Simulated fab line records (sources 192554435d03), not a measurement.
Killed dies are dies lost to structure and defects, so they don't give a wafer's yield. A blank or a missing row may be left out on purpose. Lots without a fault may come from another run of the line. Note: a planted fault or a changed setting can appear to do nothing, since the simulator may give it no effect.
fab line records | flow n5-finfet
record: lots: 10 wafers: 29 last-day: 24
route steps=1938 shown BEOL_M4@1111 BEOL_M6@1215 PASSIVATION@1936
lots that met no fault: from a run of the same line without faults
start-h: start of the lot's first displayed wafer, in hours after the record's first day | wait-h: hours from the lot's prior step to this one | " repeats the value in the row above | L1.1+2: a row that stands for several wafers | - no value present, or no start provided | * or withheld: withheld | < > ~ a bound
route shown NAME@n: a module of which the file shows steps, and the number in the route of the first | usual: mean and standard deviation over wafers with no fault | same: alike in all rows | chamber/n: place in a boat | sites: per-site readings | _std_site: the values' standard deviation | _edge_site: outer sites' mean less inner sites' | radius-mm: for every site, how far away it sits from the centre of the wafer | mask NAME#n: copy n | behind: the tool/chamber that last shaped the wafer | hold: reason for holding the lot/hours on hold/outcome of the hold | device: the n, p or np transistor that did not switch | end of line: the same wafers' tests at the end of the route | a step with no rows: only its recipe | killed: dies that structure and defects cost at the first sort, which is not the same as the wafer's yield | map: the dies of a wafer, with x for killed, . for not killed, _ for no die there
set.NAME: the setting as run; set.NAME@STEP: as run at that earlier step | model.NAME: the simulator's own value behind a step, which no gauge read
a sample of lots followed through the steps of the route, with each step as a table and each wafer as a row
services: from which hour (start-h, from the record's first day; less than 0 if before it) a tool's chamber was out of use, for how many hours, and why
== steps ==
step: N5_BEOL_M4_RC_MEAS_101
usual: DIBL_N: 35.8/1.6 DIBL_P: 35.6/2 IOFF_N: 0.15/0.031 IOFF_P: 0.20/0.033 ION_N: 668/12 ION_P: 459/6.8 SS_N: 71.4/0.53 SS_P: 73.1/0.63 VT_N: 250/3.5 VT_P: -251/3
columns lot.wafer tool chamber start-h wait-h DIBL_N[mV/V] DIBL_P[mV/V] IOFF_N[nA/um] IOFF_P[nA/um] ION_N[uA/um] ION_P[uA/um] SS_N[mV/dec] SS_P[mV/dec] VT_N[mV] VT_P[mV]
L820.1 prober-01 0 332.49 0.0 34.4 34.3 0.13 0.19 660 462 70.7 73.0 252 -249
L820.2 " 0 " " 33.6 33.3 0.11 0.17 649 458 70.8 72.6 255 -253
L820.3 " 0 " " 34.4 34.1 0.13 0.18 650 454 70.7 72.7 252 -253
L816.1 prober-02 0 360.48 0.0 36.1 32.6 0.14 0.18 660 455 72.3 73.0 251 -251
L816.5 " 0 " " 38.3 34.5 0.16 0.21 658 450 72.0 73.9 249 -250
L816.6 " 0 " " 38.4 35.5 0.17 0.22 670 461 72.3 73.8 246 -249
L819.1 prober-01 0 382.72 0.0 37.1 38.1 0.20 0.23 702 472 72.0 73.9 244 -247
L819.3 " 0 " " 35.8 36.3 0.17 0.20 675 455 71.6 74.0 249 -250
L819.4 " 0 " " 35.5 35.6 0.17 0.20 696 467 71.9 73.4 246 -251
L817.2 prober-01 0 387.70 0.2 34.6 34.7 0.12 0.17 643 449 70.8 71.9 258 -252
L817.3 " 0 " " 34.2 34.0 0.12 0.17 657 455 70.2 72.0 255 -253
L817.5 " 0 " " 33.9 34.0 0.12 0.17 644 451 70.4 72.1 256 -254
L818.1 prober-01 0 390.94 0.0 36.9 37.6 0.16 0.21 680 470 71.3 73.9 251 -251
L818.5 " 0 " " 35.9 36.5 0.14 0.19 666 454 71.4 73.9 252 -253
L818.6 " 0 " " 35.8 36.0 0.15 0.19 677 464 71.4 73.5 252 -252
L827.2 prober-01 0 399.52 0.2 37.4 38.2 0.19 0.24 678 453 71.8 73.9 245 -246
L827.4 " 0 " " 37.3 37.3 0.18 0.22 671 457 71.7 74.1 247 -250
L827.5 " 0 " " 37.7 38.8 0.20 0.25 686 466 72.4 74.2 246 -248
L822.2 prober-02 0 402.70 0.2 34.1 33.8 0.11 0.17 655 455 71.3 72.1 253 -253
L822.3 " 0 " " 33.2 32.4 0.11 0.15 643 444 71.7 72.2 256 -256
L822.4 " 0 " " 35.9 35.9 0.15 0.20 668 461 71.4 72.8 253 -251
L826.2 prober-01 0 404.51 0.2 37.5 37.2 0.17 0.22 679 461 71.5 73.1 246 -253
L826.5 " 0 " " 35.6 34.8 0.14 0.19 659 454 71.2 73.4 251 -250
L826.6 " 0 " " 36.9 36.1 0.16 0.21 680 462 71.5 73.6 249 -251
L832.1 prober-02 0 461.43 0.0 35.9 35.3 0.15 0.19 686 472 71.0 72.7 247 -250
L832.2 " 0 " " 35.6 34.6 0.13 0.19 659 458 71.7 72.8 251 -251
L832.6 " 0 " " 33.5 32.1 0.10 0.15 648 450 71.4 72.0 256 -255
L833.1 prober-01 0 468.03 0.0 38.3 39.7 0.23 0.28 708 480 71.9 73.8 243 -245
L833.6 " 0 " " 38.3 39.2 0.22 0.27 685 465 71.4 74.4 244 -244
step: N5_BEOL_M6_HM_OPEN_17
recipe: chemistry: Cl2/BCl3 target-depth-a: 200 overetch-a: 60 target: TiN mask-material: SOC ion-energy-ev: 150 pressure-mtorr: 10 icp-w: 1000 bias-w: 126 Cl2_flow_sccm: 53.25 bcl3-flow-sccm: 21.75 Ar_flow_sccm: 25
usual: drypump-motor-current-A: 5.6/0.44 mfc-ar-sccm: 25.00/0.074 oes-product-au: 0.69/0.063 throttle-valve-pct: 22.01/0.27
columns lot.wafer tool chamber start-h wait-h drypump-motor-current-A mfc-ar-sccm oes-product-au rf-hours-counter-h throttle-valve-pct
L820.1 rie-metal-01 1 373.44 0.0 4.9 24.97 0.65 52 21.93
L820.2 " 0 " " 5.8 24.97 0.72 15 21.91
L820.3 " 1 " " 4.9 24.95 0.65 - 21.95
L816.1 rie-metal-01 1 377.01 0.1 5.0 24.95 0.63 52 21.96
L816.5 " 1 " " 4.9 24.93 0.64 - 21.98
L816.6 " 0 " " 5.8 24.99 0.72 - 21.91
L819.1 rie-metal-03 1 399.91 0.0 5.5 25.05 0.57 83 22.59
L819.3 " 0 " " 6.1 24.99 0.75 - 21.74
L819.4 " 1 " " 5.5 25.01 0.58 - 22.58
L817.2 rie-metal-01 0 404.11 0.0 5.8 25.04 0.71 18 21.92
L817.3 " 0 " " 5.8 25.17 0.71 - 21.91
L817.5 " 0 " " 5.8 25.14 0.71 - 21.93
L818.1 rie-metal-02 1 413.62 0.0 5.9 24.98 0.68 28 22.09
L818.5 " 1 " " 6.0 24.99 0.68 - 22.12
L818.6 " 0 " " 5.9 24.96 0.75 - 21.73
L827.2 rie-metal-03 1 417.79 0.0 5.4 25.04 0.58 86 22.58
L827.4 " 0 " " 6.1 24.96 0.73 - 21.77
L827.5 " 1 " " 5.5 24.99 0.58 - 22.59
L822.2 rie-metal-01 0 421.94 0.0 5.8 25.01 0.70 18 21.90
L822.3 " 0 " " 5.8 25.04 0.71 - 21.92
L822.4 " 1 " " 4.9 25.06 0.63 - 21.99
L826.2 rie-metal-02 0 422.11 0.0 5.9 25.03 0.76 7 21.71
L826.5 " 1 " " 5.9 25.13 0.68 - 22.08
L826.6 " 0 " " 5.9 24.91 0.74 - 21.72
L832.1 rie-metal-03 1 479.57 0.0 5.5 25.01 0.80 2 22.45
L832.2 " 0 " " 6.1 25.09 0.71 17 21.78
L832.6 " 0 " " 6.1 24.97 0.72 - 21.78
L833.1 rie-metal-03 0 484.38 0.0 6.1 25.06 0.72 18 21.78
L833.6 " 1 " " 5.5 25.13 0.80 - 22.41
step: N5_BEOL_M6_CD_MEAS_18
recipe: pitch-nm: 80 target-cd-nm: 40
usual: cd-nm: 40.2/0.91
columns lot.wafer tool chamber start-h wait-h cd-nm
L820.1 cd-sem-02 - 373.62 0.1 40.5
L820.2 " - " " 39.6
L820.3 " - " " 40.8
L816.1 cd-sem-03 - 377.33 0.0 38.9
L816.5 " - " " 38.5
L816.6 " - " " 39.7
L819.1 cd-sem-03 - 400.10 0.1 39.3
L819.3 " - " " 39.7
L819.4 " - " " 38.9
L817.2 cd-sem-02 - 404.29 0.1 40.6
L817.3 " - " " 40.5
L817.5 " - " " 40.2
L818.1 cd-sem-02 - 413.80 0.0 39.9
L818.5 " - " " 40.2
L818.6 " - " " 41.2
L827.2 cd-sem-01 - 417.97 0.1 40.7
L827.4 " - " " 40.7
L827.5 " - " " 39.8
L822.2 cd-sem-01 - 422.12 0.1 41.4
L822.3 " - " " 40.6
L822.4 " - " " 39.8
L826.2 cd-sem-03 - 422.29 0.1 39.4
L826.5 " - " " 39.3
L826.6 " - " " 40.8
L832.1 cd-sem-01 - 479.75 0.0 39.1
L832.2 " - " " 40.7
L832.6 " - " " 39.8
L833.1 cd-sem-02 - 484.57 0.0 40.0
L833.6 " - " " 41.2
step: N5_BEOL_M6_INSPECT_30
recipe: mode: adi inspect-instrument: brightfield
usual: raw-defect-count: 439/140
columns lot.wafer tool chamber start-h wait-h raw-defect-count
L820.1 defect-inspect-02 - 375.01 0.1 436
L820.2 " - " " 195
L820.3 " - " " 435
L816.1 defect-inspect-02 - 378.92 0.1 377
L816.5 " - " " 453
L816.6 " - " " 471
L819.1 defect-inspect-01 - 402.86 0.1 529
L819.3 " - " " 427
L819.4 " - " " 296
L817.2 defect-inspect-02 - 405.31 0.0 323
L817.3 " - " " 282
L817.5 " - " " 384
L818.1 defect-inspect-01 - 417.66 0.1 459
L818.5 " - " " 482
L818.6 " - " " 529
L827.2 defect-inspect-01 - 418.63 0.0 506
L827.4 " - " " 415
L827.5 " - " " 484
L822.2 defect-inspect-02 - 424.92 0.0 238
L822.3 " - " " 334
L822.4 " - " " 384
L826.2 defect-inspect-02 - 425.09 0.0 446
L826.5 " - " " 470
L826.6 " - " " 457
L832.1 defect-inspect-02 - 481.12 0.1 349
L832.2 " - " " 505
L832.6 " - " " 429
L833.1 defect-inspect-02 - 486.60 0.1 370
L833.6 " - " " 343
step: N5_BEOL_M6_VIA_ETCH_34
recipe: chemistry: C4F6/O2 target: SiCOH_lowk target-depth-a: 1263 mask-material: SOC taper-deg: 4 time-s: 50.9 ion-energy-ev: 250 pressure-mtorr: 30 source-w: 345 bias-w: 185 Ar_flow_sccm: 300 C4F6_flow_sccm: 10 O2_flow_sccm: 10
usual: C4F6_flow_sccm: 10.00/0.031 O2_flow_sccm: 10.000/0.029 drypump-motor-current-A: 5.8/0.42 mfc-ar-sccm: 299.8/0.88 oes-product-au: 0.80/0.09 rf-vpp-V: 672/15 showerhead-plenum-p-Torr: 2.88/0.1 throttle-valve-pct: 20.85/0.23
columns lot.wafer tool chamber start-h wait-h C4F6_flow_sccm O2_flow_sccm drypump-motor-current-A mfc-ar-sccm oes-product-au rf-hours-counter-h rf-vpp-V showerhead-plenum-p-Torr throttle-valve-pct
L820.1 rie-diel-02 3 375.22 0.0 9.98 10.013 5.2 300.3 0.81 82 690 2.89 20.95
L820.2 " 1 " " 9.94 9.979 6.2 299.7 0.74 127 681 2.96 20.61
L820.3 " 2 " " 9.99 9.995 5.7 300.2 0.84 69 670 2.88 21.02
L816.1 rie-diel-03 0 379.14 0.0 10.00 9.962 6.1 300.8 0.69 217 687 2.80 21.10
L816.5 " 2 " " 9.95 9.994 5.9 300.7 0.96 - 659 3.04 20.51
L816.6 " 1 " " 9.97 10.024 5.5 300.0 0.71 - 664 2.91 20.68
L819.1 rie-diel-03 1 403.07 0.0 10.00 9.951 5.5 299.7 0.70 244 666 2.91 20.73
L819.3 " 3 " " 10.04 10.020 6.0 299.1 0.89 43 659 3.02 20.74
L819.4 " 2 " " 9.97 10.006 5.9 300.8 0.93 13 659 3.03 20.54
L817.2 rie-diel-02 0 405.52 0.0 10.00 9.988 6.5 298.8 0.76 106 698 2.86 21.03
L817.3 " 1 " " 9.97 9.994 6.1 301.1 0.74 138 681 2.96 20.63
L817.5 " 0 " " 10.01 9.971 6.5 299.2 0.76 - 699 2.86 21.05
L818.1 rie-diel-02 2 418.00 0.0 10.00 10.028 5.7 299.9 0.83 84 670 2.87 21.03
L818.5 " 0 " " 10.01 10.005 6.5 300.3 0.76 - 698 2.86 21.05
L818.6 " 3 " " 10.00 9.956 5.2 300.8 0.80 - 691 2.88 20.97
L827.2 rie-diel-02 2 418.90 0.0 - - - - - - - - -
L827.4 " 3 " " - - - - - - - - -
L827.5 " 2 " " - - - - - - - - -
L822.2 rie-diel-03 2 425.13 0.0 - - - - - - - - -
L822.3 " 3 " " - - - - - - - - -
L822.4 " 3 " " - - - - - - - - -
L826.2 rie-diel-06 2 425.33 0.0 10.02 9.990 5.1 298.9 0.93 8 677 2.79 20.90
L826.5 " 1 " " 10.03 10.028 6.1 300.1 0.83 - 665 2.76 20.99
L826.6 " 0 " " 9.96 9.993 5.1 301.3 0.82 - 658 2.88 20.76
L832.1 rie-diel-03 1 481.34 0.0 10.00 10.062 5.5 300.8 0.94 13 664 2.90 20.41
L832.2 " 2 " " 10.04 9.973 5.9 298.7 0.87 43 660 3.02 20.56
L832.6 " 2 " " 10.03 9.963 5.9 299.1 0.87 - 660 3.02 20.59
L833.1 rie-diel-02 3 486.82 0.0 9.95 9.992 5.2 299.2 0.77 122 691 2.87 21.01
L833.6 " 3 " " 9.98 9.955 5.2 299.8 0.77 - 692 2.87 21.00
step: N5_PASSIVATION_PROBE_49
usual: defect-limited-yield: 90.7/1.5 killed_at_M0_to_M3: 38/11 killed_at_M4_up: 15/5.5 killed-at-contacts: 12/6 killed-at-front-end: 41/11 killed-at-other: 3.5/2.7 killed-dies: 110/18 killed-on-rim: 15/3.6 killed-open: 72/13 killed-short: 35/8.7 sort_bin_5_function: 5.5/1.1 sort_bin_6_memory: 3.4/0.63 sort-n-pass: 1070/18 sort-yield-pct: 90.7/1.5
same: gross-dies: 1180 killed-at-back-side: 0 sort_bin_4_leakage[%]: 0 sort_bin_8_speed[%]: 0
columns lot.wafer tool chamber start-h wait-h defect-limited-yield[%] killed_at_M0_to_M3 killed_at_M4_up killed-at-contacts killed-at-front-end killed-at-other killed-dies killed-on-rim killed-open killed-short sort_bin_5_function[%] sort_bin_6_memory[%] sort-n-pass sort-yield-pct[%]
L819.1 prober-01 - 510.60 0.0 89.7 37 19 10 49 7 122 15 65 56 5.7 3.9 1058 89.7
L819.3 prober-01 - 510.70 0.1 90.3 49 16 8 39 3 115 15 67 47 5.9 3.4 1065 90.3
L819.4 prober-01 - 510.75 0.2 86.7 65 10 18 58 6 157 20 111 46 8.6 4.2 1023 86.7
L822.2 prober-02 - 517.92 0.1 0 26 1068 23 63 0 1180 152 85 35 95.3 4.4 0 0
L822.3 prober-02 - 517.97 0.1 0 39 1072 15 52 2 1180 152 85 33 96.2 3.4 0 0
L822.4 prober-02 - 518.02 0.2 0 37 1089 14 36 4 1180 152 77 32 96.9 3.0 0 0
L827.2 prober-02 - 519.84 0.5 0 21 1108 9 39 3 1180 152 60 30 96.8 3.2 0 0
L827.4 prober-02 - 519.94 0.6 0 42 1068 21 48 1 1180 152 81 39 95.9 3.7 0 0
L827.5 prober-02 - 519.99 0.7 0 22 1108 11 39 0 1180 152 62 32 96.9 2.8 0 0
L826.2 prober-01 - 524.48 0.1 90.3 36 22 8 41 7 114 13 76 32 5.6 3.4 1066 90.3
L826.5 prober-01 - 524.63 0.2 90.2 48 13 9 39 7 116 16 81 32 5.7 3.4 1064 90.2
L826.6 prober-01 - 524.68 0.3 90.4 53 17 13 28 2 113 20 84 29 5.3 3.8 1067 90.4
killed by level:class
L819.1 FIN_SAQP:geometric-particle:short=10 GATE_CUT:geometric-particle:short=8 MOL_CONTACT_COAG:geometric-particle:open=7 BEOL_M0_SAQP:geometric-particle:short=6 BEOL_M1:geometric-particle:open=6 STARTING-WAFER:geometric-particle:open=6 DUMMY_GATE:geometric-particle:open=5 GATE_CUT:geometric-particle:open=5
L819.3 STI_FIN_REVEAL:geometric-particle:open=9 BEOL_M1:geometric-particle:short=9 BEOL_M0_SAQP:geometric-particle:short=8 FIN_SAQP:geometric-particle:short=7 GATE_CUT:geometric-particle:short=7 BEOL_M3:geometric-particle:open=7 MOL_CONTACT_COAG:geometric-particle:open=6 BEOL_M0_SAQP:geometric-particle:open=6
L819.4 FIN_SAQP:geometric-particle:open=15 BEOL_M2:geometric-particle:open=15 BEOL_M1:geometric-particle:open=14 MOL_CONTACT_COAG:geometric-particle:open=14 FIN_SAQP:geometric-particle:short=12 BEOL_M3:geometric-particle:open=9 DUMMY_GATE:geometric-particle:open=8 BEOL_M0_SAQP:geometric-particle:open=8
L822.2 BEOL_M6:area-etch=1060 MOL_CONTACT_COAG:geometric-particle:open=18 FIN_SAQP:geometric-particle:open=17 STI_FIN_REVEAL:geometric-particle:open=12 BEOL_M2:geometric-particle:open=8 BEOL_M0_SAQP:geometric-particle:short=7 FIN_SAQP:geometric-particle:short=6 DUMMY_GATE:geometric-particle:open=5
L822.3 BEOL_M6:area-etch=1060 BEOL_M1:geometric-particle:open=15 FIN_SAQP:geometric-particle:open=14 MOL_CONTACT_COAG:geometric-particle:open=12 STI_FIN_REVEAL:geometric-particle:open=10 FIN_SAQP:geometric-particle:short=7 BEOL_M3:geometric-particle:open=6 BEOL_M2:geometric-particle:open=6
L822.4 BEOL_M6:area-etch=1070 MOL_CONTACT_COAG:geometric-particle:open=11 BEOL_M2:geometric-particle:open=10 FIN_SAQP:geometric-particle:open=7 BEOL_M2:geometric-particle:short=7 BEOL_M3:geometric-particle:open=7 BEOL_M1:geometric-particle:open=6 DUMMY_GATE:geometric-particle:open=5
L827.2 BEOL_M6:area-etch=1088 BEOL_M4:geometric-particle:open=8 FIN_SAQP:geometric-particle:short=7 MOL_CONTACT_COAG:geometric-particle:open=6 BEOL_M2:geometric-particle:open=6 FIN_SAQP:geometric-particle:open=5 GATE_CUT:geometric-particle:open=5 BEOL_M0_SAQP:geometric-particle:open=5
L827.4 BEOL_M6:area-etch=1058 MOL_CONTACT_COAG:geometric-particle:open=18 FIN_SAQP:geometric-particle:short=11 FIN_SAQP:geometric-particle:open=10 BEOL_M0_SAQP:geometric-particle:short=9 BEOL_M3:geometric-particle:open=9 BEOL_M0_SAQP:geometric-particle:open=8 GATE_CUT:geometric-particle:short=5
L827.5 BEOL_M6:area-etch=1085 STI_FIN_REVEAL:geometric-particle:open=9 MOL_CONTACT_COAG:geometric-particle:open=8 GATE_CUT:geometric-particle:short=7 BEOL_M4:geometric-particle:open=7 FIN_SAQP:geometric-particle:short=5 FIN_SAQP:geometric-particle:open=5 BEOL_M0_SAQP:geometric-particle:short=5
L826.2 FIN_SAQP:geometric-particle:open=11 BEOL_M3:geometric-particle:open=9 FIN_SAQP:geometric-particle:short=8 BEOL_M4:geometric-particle:open=8 MOL_CONTACT_COAG:geometric-particle:open=6 BEOL_M1:geometric-particle:open=6 STI_FIN_REVEAL:geometric-particle:open=5 BEOL_M0_SAQP:geometric-particle:short=5
L826.5 FIN_SAQP:geometric-particle:open=15 BEOL_M1:geometric-particle:open=10 BEOL_M0_SAQP:geometric-particle:short=9 BEOL_M3:geometric-particle:open=9 BEOL_M0_SAQP:geometric-particle:open=8 BEOL_M4:geometric-particle:open=8 MOL_CONTACT_COAG:geometric-particle:open=7 GATE_CUT:geometric-particle:short=6
L826.6 BEOL_M1:geometric-particle:open=20 FIN_SAQP:geometric-particle:open=13 BEOL_M4:geometric-particle:open=11 MOL_CONTACT_COAG:geometric-particle:open=11 BEOL_M3:geometric-particle:open=9 BEOL_M0_SAQP:geometric-particle:short=8 BEOL_M0_SAQP:geometric-particle:open=7 FIN_SAQP:geometric-particle:short=5
== services ==
columns tool chamber start-h hours kind
rie-diel-06 1 355.00 6.7 repair
rie-diel-06 2 370.00 - clean
rie-diel-06 2 370.00 - consumable-replace:focus-ring
rie-diel-06 2 370.00 19.4 scheduled-down
rie-diel-06 2 370.00 19.4 vent-cycle
rie-diel-02 - 374.32 0.4 repair
rie-metal-01 0 405.52 9.5 repair
rie-metal-01 - 405.81 15.6 pm
rie-diel-03 1 421.12 - clean
rie-diel-03 1 421.12 - consumable-replace:focus-ring
rie-diel-03 1 421.12 22.3 scheduled-down
rie-diel-03 1 421.12 22.3 vent-cycle
rie-metal-03 1 422.58 - clean
rie-metal-03 1 422.58 25.8 scheduled-down
rie-metal-03 1 422.58 25.8 vent-cycle
rie-metal-03 - 435.58 0.9 repair
rie-diel-03 3 468.17 1.3 repair
rie-diel-03 0 471.15 - clean
rie-diel-03 0 471.15 - consumable-replace:focus-ring
rie-diel-03 0 471.15 21.0 scheduled-down
rie-diel-03 0 471.15 21.0 vent-cycle
rie-diel-02 1 474.38 3.1 repair
== key ==
first-sign: step: N5_BEOL_M6_VIA_ETCH_34 reading: tool-record direction: missing
effect: step: N5_PASSIVATION_PROBE_49 reading: killed_at_M4_up direction: up sigmas: 99+ usual: 15 struck: 1086
more-kills-born-at: N5_BEOL_M6_VIA_ETCH_34@rie-diel-02: 3231 N5_BEOL_M6_VIA_ETCH_34@rie-diel-03: 3190
met-at N5_BEOL_M6_VIA_ETCH_34
struck-lots L822,L827
later-rows-left-out L822.2,L822.3,L822.4,L827.2,L827.4,L827.5
not-acting-at N5_BEOL_M6_HM_OPEN_17,N5_BEOL_M6_CD_MEAS_18,N5_BEOL_M6_INSPECT_30
onset-between 418.00 418.90
fault: kind: skipped-step-whole tool: rie-diel-02,rie-diel-03 chamber: - onset-h: 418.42 steps: N5_BEOL_M6_VIA_ETCH_34 scope: struck-lots-only
later-rows-left-out: the simulator's readings of these wafers behind a module that went badly wrong aren't trusted and aren't shown, but for the sort
